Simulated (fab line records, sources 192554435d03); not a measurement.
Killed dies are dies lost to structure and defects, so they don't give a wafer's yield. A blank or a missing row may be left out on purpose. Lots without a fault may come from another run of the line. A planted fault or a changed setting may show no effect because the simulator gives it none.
fab line records | flow n5_finfet
record lots=5 wafers=11 last_day=17
route steps=1938 shown BEOL_M8@1368 BEOL_M9@1401 BEOL_M15@1830
lots that met no fault: from a run of the same line without faults
start_h: hours from the record's first day to the start of the lot's first wafer shown | wait_h: hours since the lot's step before | " the same as in the row above | L1.1+2: a row that stands for several wafers | - no value, or no start given | * or withheld: withheld | < > ~ a bound
route shown NAME@n: a module of which the file shows steps, and the number in the route of the first | usual: mean/standard deviation of fault-free wafers | same: alike in all rows | chamber/n: place in a boat | sites: the reading at each site | _std_site: their standard deviation | _edge_site: outer sites' mean less inner sites' | radius_mm: how far each site lies from the wafer's centre | mask NAME#n: copy n | behind: the tool/chamber that last shaped the wafer | hold: why the lot was held/for how many hours/how that ended | device: the transistor (n, p or np) that didn't switch | end of line: the same wafers' tests at the end of the route | a step without rows: its recipe alone | killed: dies lost to structure and defects at the first sort, not the wafer's yield | map: a wafer's dies, x killed, . not, _ none there
set.NAME: the setting as run; set.NAME@STEP: as run at that earlier step | model.NAME: the simulator's own value behind a step, which no gauge read
lots at some steps of the route; a table a step, a row a wafer
services: from which hour (start_h, from the record's first day; less than 0 if before it) a tool's chamber was out of use, for how many hours, and why
## steps
# step N5_BEOL_M8_DESCUM_33
# recipe chemistry=O2 time_s=7 source_power_w=50 bias_power_w=20 pressure_mtorr=20 rf_frequency_hz=2.712e+07 temp_c=40 resist=CAR-EUV o2_flow_sccm=225
# step N5_BEOL_M8_ETCH_72
# recipe chemistry=N2/H2 target=underlayer target_depth_a=65 mask_material=CAR-EUV time_s=5.2 ion_energy_ev=200 pressure_mtorr=30 source_w=840 bias_w=150 n2_flow_sccm=200 h2_flow_sccm=200 ends=cleared
# step N5_BEOL_M8_ETCH_65
# recipe chemistry=CF4 target=SiARC target_depth_a=156 mask_material=CAR-EUV time_s=26 ion_energy_ev=80 pressure_mtorr=40 source_w=545 bias_w=36 Ar_flow_sccm=100 cf4_flow_sccm=100 ends=cleared
# step N5_BEOL_M8_ETCH_66
# recipe chemistry=N2/H2 target=SOC target_depth_a=800 overetch_a=160 mask_material=SiARC temp_c=40 time_s=120 ion_energy_ev=200 pressure_mtorr=30 source_w=840 bias_w=150 n2_flow_sccm=200 h2_flow_sccm=200
# step N5_BEOL_M8_STRIP_69
# recipe chemistry=N2/H2 temp_c=40 n2_flow_sccm=200 h2_flow_sccm=200 rf_frequency_hz=6e+07
# step N5_BEOL_M8_STRIP_73
# recipe chemistry=N2/H2 temp_c=40 n2_flow_sccm=200 h2_flow_sccm=200 rf_frequency_hz=6e+07
# step N5_BEOL_M8_VIA_ETCH_34
# recipe chemistry=C4F6/O2 target=SiCOH_lowk target_depth_a=1255 mask_material=SOC taper_deg=4 time_s=50.5 ion_energy_ev=250 pressure_mtorr=30 source_w=345 bias_w=185 Ar_flow_sccm=300 C4F6_flow_sccm=10 O2_flow_sccm=10
# step N5_BEOL_M8_STRIP_76
# recipe chemistry=C4F6/O2 resist=SiARC rf_frequency_hz=6e+07
# step N5_BEOL_M8_STRIP_36
# recipe chemistry=N2/H2 power_w=450 temp_c=40 pressure_mtorr=20 rf_frequency_hz=6e+07 overash_fraction=0.3 bias_power_w=7 h2_frac=0.5 n2_flow_sccm=200 h2_flow_sccm=200
# step N5_BEOL_M8_TRENCH_ETCH_37
# recipe chemistry=C4F6/O2 target_depth_a=934.78 target=SiCOH_lowk time_s=31.2 ion_energy_ev=250 pressure_mtorr=30 source_w=345 bias_w=185 Ar_flow_sccm=300 C4F6_flow_sccm=10 O2_flow_sccm=10
# usual chamber_pressure_mTorr=29.999/0.028 drypump_motor_current_A=5.8/0.35 oes_product_au=0.83/0.09 rf_vpp_V=668/17 run_length_s=54.5/0.52 showerhead_plenum_p_Torr=2.88/0.1 throttle_valve_pct=20.83/0.14
# columns lot.wafer tool chamber start_h wait_h chamber_pressure_mTorr drypump_motor_current_A oes_product_au rf_hours_counter_h rf_vpp_V run_length_s showerhead_plenum_p_Torr throttle_valve_pct model.BEOL_M8.feature_depth_nm model.etch.depth_nm model.TiN_of_BEOL_M8_HM_DEP_02.thk_nm
L732.2 rie_diel-02 1 261.02 - 30.044 5.6 0.95 6 662 54.3 3.02 20.61 95.8 95.78 17.8
L732.3 " 2 " " 29.998 5.9 0.72 198 641 53.7 2.72 21.02 91.8 91.86 18.2
L732.5 " 0 " " 29.983 5.9 0.84 - 685 54.7 2.88 20.84 94.8 94.74 18
L736.2 rie_diel-02 1 291.13 - 30.003 5.6 0.91 16 662 53.8 3.01 20.60 93.4 93.3 17.8
L736.4 " 0 " " 30.003 5.9 0.83 95 685 61.4 2.87 20.86 114.2 114.1 17.2
L736.5 " 3 " " 30.026 6.3 0.67 - 685 54.4 2.92 20.75 91.6 91.52 17.8
L737.2 rie_diel-02 0 297.73 - 29.998 5.9 0.82 97 683 61.2 2.87 20.85 115 115.1 16.6
L738.6 rie_diel-02 0 314.58 - 29.952 5.9 0.83 - 684 61.5 2.87 20.87 115.4 115.5 17.2
L743.2 rie_diel-04 3 333.40 - 29.982 5.5 0.77 116 633 54.3 2.74 20.75 93.2 93.17 17.8
L743.4 " 0 " " 29.890 5.5 0.83 87 678 54.8 3.02 20.82 96 95.9 18
L743.6 " 1 " " 30.020 5.7 0.72 - 672 54.9 2.94 20.96 95.2 95.2 17.6
# step N5_BEOL_M8_ETCH_41
# recipe chemistry=CH3F/O2 target=SiCN target_depth_a=319 taper_deg=2 time_s=57.8 ion_energy_ev=120 mask_material=TiN pressure_mtorr=30 source_w=395 bias_w=75 Ar_flow_sccm=150 CH3F_flow_sccm=30 O2_flow_sccm=20
# step N5_BEOL_M8_STRIP_80
# recipe chemistry=N2/H2 time_s=10 power_w=450 temp_c=40 pressure_mtorr=20 rf_frequency_hz=6e+07 bias_power_w=7 n2_flow_sccm=200 h2_flow_sccm=200
# step N5_BEOL_M8_OCD_MEAS_38
# usual trench_depth_nm=93.9/1.3
# columns lot.wafer tool chamber start_h wait_h trench_depth_nm
L732.2 ocd-01 - 261.18 - 95.4
L732.3 " - " " 91.7
L732.5 " - " " 95.0
L736.2 ocd-01 - 291.29 - 93.3
L736.4 " - " " 114.0
L736.5 " - " " 91.5
L737.2 ocd-02 - 297.89 - 114.7
L738.6 ocd-01 - 314.73 - 115.5
L743.2 ocd-02 - 333.56 - 93.0
L743.4 " - " " 96.3
L743.6 " - " " 95.5
# step N5_BEOL_M8_HM_STRIP_39
# recipe chemistry=peroxide_tin_strip material=TiN target_depth_a=250 temp_c=50 time_s=158
# step N5_BEOL_M8_SRD_40
# recipe time_s=30 temp_c=23 rinse_liquid=diw dry=ipa_marangoni
# step N5_BEOL_M8_PRECLEAN_42
# recipe chemistry=residue_remover time_s=60 temp_c=40
# step N5_BEOL_M8_SRD_43
# recipe time_s=30 temp_c=23 rinse_liquid=diw dry=ipa_marangoni
# step N5_BEOL_M8_CURE_75
# recipe temp_c=370 time_s=120 ambient=DMADMS/He material=SiCOH_lowk
# step N5_BEOL_M8_DEGAS_44
# recipe ambient=vacuum temp_c=250 time_s=60
# step N5_BEOL_M8_PRE_CLEAN_45
# recipe gas=H2/He time_s=30 temp_c=250
# step N5_BEOL_M8_ALD_77
# recipe material=TaN target_thk_a=20 temp_c=275 ald_precursor_family=PDMAT ald_co_reactant=NH3 pressure_torr=3 carrier_flow_sccm=1500 pulse_time_s=2 purge_time_s=3 co_reactant_purge_time_s=2 co_reactant_pulse_time_s=3 ald_cycles=40 precursor_vessel_temp_c=75 precursor_vessel_pressure_torr=26.25 precursor_vessel_carrier_sccm=1000
# step N5_BEOL_M8_SURFACE_TREAT_79
# recipe gas=Ar time_s=* ion_energy_ev=* ion_current_ma_cm2=0.5 pressure_mtorr=* ar_flow_sccm=30
# step N5_BEOL_M8_CVD_78
# recipe material=Co target_thk_a=20 temp_c=withheld precursor=CCTBA/H2 pressure_torr=30 time_s=142.3
# step N5_BEOL_M8_SPUTTER_48
# recipe material=Cu target_thk_a=100 temp_c=-20 bias_v=60 power_w=26000 chamber_pressure_pa=0.13 time_s=1.667
# step N5_BEOL_M8_ECD_50
# recipe material=Cu target_thk_a=3000
# step N5_BEOL_M8_ANNEAL_51
# recipe temp_c=225 time_s=90 ambient=N2
# step N5_BEOL_M8_CMP_52
# recipe stop_on=SiCOH_lowk t_overpolish_s=6.9 down_force_psi=1 platen_rpm=50 clearing_platen_down_force_psi=1.5 clearing_platen_rpm=50 post_cmp_clean=cu_alkaline target_thk_nm=80 clearing_platen_pad_velocity_m_s=0.99484 pad_velocity_m_s=0.99484
# usual barrier_field_endpoint_s=28.9/0.76 clearing_platen_down_force_psi=1.500/0.003 motor_current_A=5.9/0.52 overpolish_run_s=6.899/0.01 time_to_endpoint_s=62.0/2.8
# columns lot.wafer tool chamber start_h wait_h barrier_field_endpoint_s clearing_platen_down_force_psi motor_current_A overpolish_run_s time_to_endpoint_s model.Cu_of_BEOL_M8_ECD_50.thk_nm
L732.3 cmp-04 2 263.71 0.2 28.6 1.500 6.2 6.898 62.3 77.6
L732.2 " 3 " " 29.5 1.499 6.0 6.884 66.4 84.2
L732.5 " 0 " " 29.3 1.501 6.1 6.897 66.0 82.6
L736.4 cmp-01 3 293.42 0.1 28.9 1.497 5.4 6.905 62.1 101.2
L736.2 " 1 " " 28.5 1.502 6.5 6.903 64.3 80.4
L736.5 " 0 " " 28.4 1.501 4.7 6.887 61.8 77.6
L737.2 cmp-01 3 300.76 0.3 27.4 1.501 5.3 6.912 59.8 101
L738.6 cmp-03 1 317.12 0.2 29.8 1.493 6.3 6.905 58.4 101.6
L743.4 cmp-01 2 336.05 0.4 29.1 1.494 6.2 6.911 57.6 81.6
L743.2 " 3 " " 28.7 1.497 5.2 6.909 58.2 78.6
L743.6 " 1 " " 28.9 1.501 6.6 6.899 57.6 82.2
# step N5_BEOL_M8_THK_MEAS_53
# recipe thk_meas_gauge=xrf reads=Cu_of_BEOL_M8_ECD_50
# usual M8_THK=79.5/1.8
# columns lot.wafer tool chamber start_h wait_h M8_THK[nm]
L732.2 film_metro-02 - 263.93 - 84.3
L732.3 " - " " 77.5
L732.5 " - " " 82.0
L736.2 film_metro-01 - 293.72 - 78.5
L736.4 " - " " 98.9
L736.5 " - " " 75.7
L737.2 film_metro-01 - 300.95 - 99.6
L738.6 film_metro-02 - 317.23 - 100.6
L743.2 film_metro-02 - 336.31 - 78.1
L743.4 " - " " 81.2
L743.6 " - " " 81.7
# step N5_BEOL_M8_PRE_CLEAN_55
# recipe gas=NH3 time_s=15 temp_c=withheld rf_power_w=300
# step N5_BEOL_M8_DEP_56
# recipe material=SiCN target_thk_a=100 temp_c=withheld precursor=3MS/NH3 pressure_torr=3 rf_w=202 time_s=17.5
# step N5_BEOL_M8_RS_MEAS_57
# recipe thk_meas_gauge=four-point-probe reads=Cu_of_BEOL_M8_ECD_50+Co_of_BEOL_M8_CVD_78+TaN_of_BEOL_M8_ALD_77
# usual M8_RS=0.284/0.007
# columns lot.wafer tool chamber start_h wait_h M8_RS[ohm/sq]
L732.2 film_metro-01 - 264.06 0.1 0.269
L732.3 " - " " 0.296
L732.5 " - " " 0.275
L736.2 film_metro-01 - 293.85 0.1 0.283
L736.4 " - " " 0.218
L736.5 " - " " 0.296
L737.2 film_metro-01 - 301.09 0.1 0.218
L738.6 film_metro-02 - 317.36 0.0 0.217
L743.2 film_metro-02 - 336.44 0.1 0.292
L743.4 " - " " 0.280
L743.6 " - " " 0.277
# step N5_BEOL_M9_ILD_DEP_00
# recipe material=SiCOH_lowk target_thk_a=3085.1 temp_c=300 precursor=DEMS/porogen pressure_torr=5 rf_w=500 time_s=58
# step N5_BEOL_M9_CURE_71
# recipe temp_c=385 time_s=240 ambient=He/Ar material=SiCOH_lowk
# step N5_BEOL_M9_PECVD_70
# recipe material=SiO2 target_thk_a=200 temp_c=400 precursor=TEOS/O2 pressure_torr=5.5 rf_w=450 teos_flow_sccm=53.8 gas=O2 flow_sccm=3000 time_s=22.7
# step N5_BEOL_M9_HM_DEP_02
# recipe material=TiN target_thk_a=200 temp_c=25 chamber_pressure_pa=0.49996
# step N5_BEOL_M9_COAT_59
# recipe resist=SOC temp_c=250 time_s=60 spin_rpm=1500 resist_thk_nm=100
# step N5_BEOL_M15_RC_MEAS_101
# usual COMB_M10=1.5e-11/3.1e-12 COMB_M10_max_site=2.1e-11/5e-12 COMB_M11=1.5e-11/3.2e-12 COMB_M12=6.5e-12/1.3e-12 COMB_M13=5.1e-12/1.1e-12 COMB_M14=4.1e-12/8.3e-13 COMB_M14_max_site=5.7e-12/1.2e-12 COMB_M15=3e-12/6.1e-13 COMB_M5=3.8e-11/7.2e-12 COMB_M5_max_site=5.5e-11/1.3e-11 COMB_M6=2.5e-11/5.3e-12 COMB_M7=2.6e-11/5.4e-12 COMB_M9=1.5e-11/3.2e-12 SERP_M10=3.04/0.068 SERP_M11=3.05/0.1 SERP_M12=0.628/0.014 SERP_M13=0.309/0.0064 SERP_M14=0.159/0.0036 SERP_M5=38.7/1.7 SERP_M6=13.8/0.56 SERP_M7=13.6/0.55 SERP_M8=13.6/0.43 SERP_M8_max_site=14.2/0.52 SERP_M9=3.06/0.093
# columns lot.wafer tool chamber start_h wait_h COMB_M10[S/m] COMB_M10_max_site[S/m] COMB_M11[S/m] COMB_M12[S/m] COMB_M13[S/m] COMB_M14[S/m] COMB_M14_max_site[S/m] COMB_M15[S/m] COMB_M5[S/m] COMB_M5_max_site[S/m] COMB_M6[S/m] COMB_M7[S/m] COMB_M9[S/m] SERP_M10[ohm/um] SERP_M11[ohm/um] SERP_M12[ohm/um] SERP_M13[ohm/um] SERP_M14[ohm/um] SERP_M5[ohm/um] SERP_M6[ohm/um] SERP_M7[ohm/um] SERP_M8[ohm/um] SERP_M8_max_site[ohm/um] SERP_M9[ohm/um]
L732.2 prober-01 0 318.10 0.2 1.2e-11 1.5e-11 1.1e-11 5.5e-12 3.9e-12 3.6e-12 4.4e-12 3.4e-12 4e-11 5.2e-11 2.7e-11 3.5e-11 2.3e-11 3.05 3.00 0.618 0.323 0.156 40.3 13.4 14.4 13.4 13.6 3.07
L732.3 " 0 " " 1.4e-11 1.8e-11 1.4e-11 6.2e-12 6e-12 2.7e-12 3.8e-12 2.6e-12 3.5e-11 4.1e-11 2.1e-11 2.5e-11 1.5e-11 3.03 2.89 0.652 0.312 0.156 37.6 14.3 14.1 14.2 14.6 3.02
L732.5 " 0 " " 1.4e-11 1.7e-11 1.3e-11 6.3e-12 6.2e-12 3.6e-12 4.1e-12 3.8e-12 3e-11 4.5e-11 2.6e-11 2.1e-11 1.3e-11 3.07 3.06 0.635 0.319 0.159 39.8 13.7 13.5 13.6 14.2 3.11
L736.2 prober-02 0 344.82 0.2 1.2e-11 1.9e-11 1.3e-11 7.8e-12 3.9e-12 3.8e-12 4.9e-12 3.7e-12 3.5e-11 4.9e-11 1.9e-11 2.9e-11 1.6e-11 3.05 3.05 0.619 0.309 0.160 36.1 13.9 13.4 13.8 14.6 3.06
L736.4 " 0 " " 1.1e-11 1.1e-11 1.1e-11 6e-12 4.8e-12 2.8e-12 5e-12 2.6e-12 4.3e-11 5.2e-11 1.9e-11 2.7e-11 2e-11 3.01 3.08 0.637 0.308 0.160 37.0 13.1 14.0 10.2 10.5 3.17
L736.5 " 0 " " 9e-12 1.3e-11 9e-12 7e-12 5.5e-12 3.9e-12 6.4e-12 3.1e-12 3.8e-11 6.8e-11 2.5e-11 2.6e-11 1.8e-11 3.05 3.08 0.627 0.310 0.158 37.1 13.5 14.1 13.6 13.9 3.09
L737.2 prober-02 0 356.79 0.7 1.1e-11 1.3e-11 1.7e-11 5.9e-12 4.3e-12 3.8e-12 5.2e-12 2.5e-12 4.5e-11 5.6e-11 1.9e-11 2.4e-11 1.5e-11 3.01 3.09 0.649 0.302 0.153 39.9 13.5 13.5 10.6 11.6 2.92
L738.6 prober-02 0 372.93 0.8 1.6e-11 2.4e-11 1.5e-11 8.1e-12 3.7e-12 5.2e-12 8.6e-12 2.9e-12 4.4e-11 5.2e-11 2.4e-11 2.9e-11 1.5e-11 2.91 3.18 0.646 0.313 0.159 35.9 13.9 13.6 10.9 11.2 3.02
L743.2 prober-02 0 389.85 0.2 1.6e-11 2.1e-11 1.7e-11 7.8e-12 6.9e-12 4.5e-12 6.2e-12 2.9e-12 4.1e-11 6.3e-11 2.7e-11 1.6e-11 1.9e-11 3.06 2.95 0.626 0.316 0.160 37.3 14.5 14.1 14.1 14.4 3.04
L743.4 " 0 " " 1.4e-11 1.8e-11 2.3e-11 8.9e-12 4.6e-12 3.6e-12 4.8e-12 3.7e-12 3.7e-11 5.9e-11 2.2e-11 2.1e-11 1.9e-11 3.05 3.04 0.595 0.302 0.159 38.7 14.0 13.0 13.8 14.1 3.00
L743.6 " 0 " " 1.4e-11 2.1e-11 1.6e-11 6e-12 5.7e-12 3.5e-12 4.4e-12 3.1e-12 4.4e-11 8.8e-11 2.4e-11 2.4e-11 1.5e-11 3.08 2.97 0.641 0.320 0.166 38.4 14.3 14.0 13.3 14.2 2.95
# sites SERP_M8 radius_mm=0,75,75,75,75,140,140,140,140
L732.2 12.9 13.3 13.6 13.6 12.9 13.6 13.4 13.4 12.8
L736.2 14.6 14.2 14.4 14.3 13.7 12.7 12.9 13.8 12.9
L737.2 10.2 10.6 10.5 10.2 10.3 10.8 11.2 10.7 11.6
L738.6 10.5 10.9 10.6 10.6 10.5 11.0 10.9 10.9 11.2
L743.2 14.4 14.1 14.4 14.1 14.4 13.6 14.1 13.2 14.4
## services
# columns tool chamber start_h hours kind
rie_diel-04 3 238.86 7.2 repair
cmp-01 - 243.50 4.0 pm
cmp-04 - 243.75 1.7 repair
cmp-03 - 245.34 57.3 repair
cmp-01 - 247.50 - consumable_replace:conditioner
cmp-01 - 247.50 - consumable_replace:pad
cmp-04 - 291.40 4.0 pm
cmp-01 - 295.19 3.3 repair
cmp-04 - 295.40 - consumable_replace:conditioner
cmp-04 - 295.40 - consumable_replace:pad
rie_diel-02 3 311.75 - clean
rie_diel-02 3 311.75 - consumable_replace:focus_ring
rie_diel-02 3 311.75 20.7 scheduled_down
rie_diel-02 3 311.75 20.7 vent_cycle
cmp-03 - 320.24 0.8 repair
cmp-03 - 322.89 7.7 pm
cmp-03 - 333.23 4.0 pm
## key
first_sign step=N5_BEOL_M8_TRENCH_ETCH_37 reading=run_length_s direction=up sigmas=13 usual=* struck=*
effect step=N5_BEOL_M8_OCD_MEAS_38 reading=trench_depth_nm direction=up sigmas=16 usual=93.9 struck=114.7
effect step=N5_BEOL_M8_THK_MEAS_53 reading=M8_THK direction=up sigmas=11 usual=79.5 struck=99.7
effect step=N5_BEOL_M8_RS_MEAS_57 reading=M8_RS direction=down sigmas=9.5 usual=0.284 struck=0.217
effect step=N5_BEOL_M15_RC_MEAS_101 reading=SERP_M8 direction=down sigmas=7.2 usual=13.6 struck=10.6
model_effect step=N5_BEOL_M8_TRENCH_ETCH_37 value=BEOL_M8.feature_depth_nm without=94 struck=114.9
model_effect step=N5_BEOL_M8_CMP_52 value=Cu_of_BEOL_M8_ECD_50.thk_nm without=80.33 struck=101.3
met_at N5_BEOL_M8_TRENCH_ETCH_37
struck_wafers L736.4,L737.2,L738.6
rows_end L737.2,L738.6
onset_between 261.02 291.13
fault kind=process_parameter_drift tool=rie_diel-02 chamber=0 onset_h=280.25 steps=N5_BEOL_M8_TRENCH_ETCH_37 channel=time_s offset=* shape=step acts_in=* stated=*
# rows_end: these wafers met a further fault down the route, and their rows from its step on are left out
